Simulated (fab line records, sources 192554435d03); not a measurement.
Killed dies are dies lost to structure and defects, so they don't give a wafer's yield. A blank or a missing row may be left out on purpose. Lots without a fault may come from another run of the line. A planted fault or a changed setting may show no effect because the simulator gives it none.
Chamber matching | flow n5_finfet | N5_BEOL_M11_PECVD_70 on pecvd-01: 3 sister chambers
The step deposits SiO2 from TEOS/O2, target thk 20 nm, time 22.7 s. 6 wafers are shown with their chamber, then 11 later ones without.

WAFERS WITH THEIR CHAMBER
wafer  | chamber | showerhead_plenum_p_Torr (Torr) | throttle_valve_pct (%)
L084.5 | 2       | 8.63                            | 21.2
L084.6 | 1       | 8.90                            | 23.6
L090.1 | 2       | 8.63                            | 21.4
L090.2 | 1       | 8.92                            | 23.7
L090.6 | 0       | 8.62                            | 23.0
L091.1 | 0       | 8.61                            | 23.3

WAFERS WITHOUT THEIR CHAMBER
wafer  | showerhead_plenum_p_Torr (Torr) | throttle_valve_pct (%)
L091.2 | 8.91                            | 23.3
L091.3 | 8.62                            | 21.5
L095.2 | 8.63                            | 21.5
L095.3 | 8.64                            | 22.9
L095.5 | 8.61                            | 21.5
L096.2 | 8.92                            | 23.7
L096.5 | 8.91                            | 23.5
L096.6 | 8.62                            | 21.3
L097.4 | 8.61                            | 23.2
L097.5 | 8.61                            | 21.4
L097.6 | 8.95                            | 23.5

WHICH CHAMBER EACH WENT THROUGH
wafer  | from the rows above | in truth
L091.2 | 1                   | 1
L091.3 | 2                   | 2
L095.2 | 2                   | 2
L095.3 | 0                   | 0
L095.5 | 2                   | 2
L096.2 | 1                   | 1
L096.5 | 1                   | 1
L096.6 | 2                   | 2
L097.4 | 0                   | 0
L097.5 | 2                   | 2
L097.6 | 1                   | 1
Placed correctly: 11 of 11. Can't be placed from these rows: 0. Placed wrongly: 0.
How it was worked out, from the rows above alone: a wafer's distance from a chamber is the root of the sum, over the readings, of the square of ((its reading less the chamber's mean) divided by the reading's scatter). The wafer belongs to the nearest chamber; if the next one is less than 2 further off, it can't be placed. A chamber's mean is the mean of its shown wafers. The scatter: the root of (the sum of the squares of (reading less its chamber's mean) over the shown wafers, divided by (wafers less chambers)).
